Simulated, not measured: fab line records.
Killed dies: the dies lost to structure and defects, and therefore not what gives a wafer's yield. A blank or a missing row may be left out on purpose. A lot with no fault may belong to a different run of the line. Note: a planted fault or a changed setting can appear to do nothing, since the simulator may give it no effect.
Which of the tools did it?	flow n5_finfet	route of 1938 steps, sampled at 1 step: 12 lots, 36 wafers

## WHAT THE GAUGES SHOWED, per wafer
N5_BEOL_M11_OVL_MEAS_29.
lot	measured	on	V10_OVL (nm)
L075	day 11 05:38	overlay-01	-0.5 -1.1 -0.6
L077	day 11 19:40	overlay-02	1.3 -0.1 1.9
L082	day 12 18:01	overlay-01	-0.4 0.4 0.7
L079	day 12 18:22	overlay-02	-0.1 -0.6 -0.4
L081	day 13 04:21	overlay-02	0.4 0.6 0.8
L084	day 13 13:07	overlay-02	1.4 1.8 0.7
L088	day 13 20:34	overlay-02	0.1 1.6 1.0
L089	day 14 10:55	overlay-02	0.7 0.4 0.4
L093	day 15 14:15	overlay-02	-1.0 -0.1 -0.4
L092	day 15 20:17	overlay-02	0.1 0.8 0.9
L095	day 16 18:47	overlay-01	-0.9 -0.8 -0.2
L097	day 17 08:56	overlay-02	0.5 -0.1 0.3

## TOOL THAT RAN EACH LOT (tool first, then ch and the chambers of the sampled wafers, then the start)
No process step before these readings appears in the record.

## THE ANSWER, worked out from the rows above alone
Rule: the lots themselves supply what counts as usual. The widest of any qualifying gaps counts: lots, ordered by their means at a reading, are off when they make up no more than a third of the lots, leave a main group of 4 or more, and stand apart from it by 3 or more times the standard deviation of that group's means. Not used: any main group whose means are identical at the precision the tables above print for the reading. A lot without any number at a reading at which 4 lots or more have one is off too. The other lots that the step has rows for count as sound.
None of the lots is off at any reading shown; this tells nothing.

## WHAT THE SIMULATOR HAD PUT IN
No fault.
